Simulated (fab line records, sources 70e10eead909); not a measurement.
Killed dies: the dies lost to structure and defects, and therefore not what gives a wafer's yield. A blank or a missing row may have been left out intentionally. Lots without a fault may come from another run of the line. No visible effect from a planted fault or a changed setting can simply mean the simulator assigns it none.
Which tool is to blame? + flow nandHarc + Sampling: 10 lots, 30 wafers, 2 of 1159 route steps

WHAT EACH GAUGE READ, for each wafer
NHARC_A_CONTACT_OVL_MEAS_70.
| lot  | measured     | on         | overlayXNm (nm) |
|------|--------------|------------|-----------------|
| L075 | day 16 21:08 | overlay-01 | 0.5 0.4 0.3     |
| L078 | day 17 03:03 | overlay-01 | -0.2 -0.2 -0.3  |
| L079 | day 18 02:10 | overlay-02 | -0.3 0.1 0.3    |
| L083 | day 18 17:34 | overlay-02 | -0.1 0.9 -0.1   |
| L087 | day 19 09:08 | overlay-02 | 0.2 0.5 0.1     |
| L086 | day 19 22:22 | overlay-01 | 2.5 2.1 1.4     |
| L092 | day 20 14:34 | overlay-01 | -0.8 -0.6 -0.9  |
| L090 | day 20 20:27 | overlay-02 | -1.5 -1.1 -1.6  |
| L095 | day 22 02:02 | overlay-02 | -0.6 -0.5 -0.7  |
| L094 | day 22 08:13 | overlay-02 | 0.2 0.3 0.4     |

TOOL THAT RAN EACH LOT (tool first, then ch and the chambers of the sampled wafers, then the start)
| lot  | NHARC_A_CONTACT_ETCH_114           |
|------|------------------------------------|
| L075 | harCapEtch-01 ch 0,1, day 16 12:30 |
| L078 | harCapEtch-02 ch 0,1, day 16 21:26 |
| L079 | harCapEtch-02 ch 0,1, day 17 20:33 |
| L083 | harCapEtch-02 ch 0,1, day 18 10:35 |
| L087 | harCapEtch-01 ch 0,1, day 19 03:56 |
| L086 | harCapEtch-01 ch 0,1, day 19 16:14 |
| L092 | harCapEtch-01 ch 0,1, day 20 08:15 |
| L090 | harCapEtch-01 ch 0,1, day 20 13:16 |
| L095 | harCapEtch-03 ch 1, day 21 19:46   |
| L094 | harCapEtch-03 ch 0,1, day 22 03:11 |
- NHARC_A_CONTACT_ETCH_114: etches the open film in C4F8/O2/Ar, time 94 s, target depth 922 nm.

THE ANSWER, worked out from the rows above alone
Rule: the lots themselves supply what counts as usual. Put in order of their means at a reading, lots are off if they are a third of the lots or fewer, leave a main group of 4 or more, and stand apart from it by a gap of 3 or more times the standard deviation of the main group's means; of several such gaps the widest counts. Not used: any main group whose means are identical at the precision the tables above print for the reading. A lot without any number at a reading at which 4 lots or more have one is off too. The other lots that the step has rows for count as sound.
None of the lots is off at any reading shown; this tells nothing.

WHAT THE SIMULATOR HAD PUT IN
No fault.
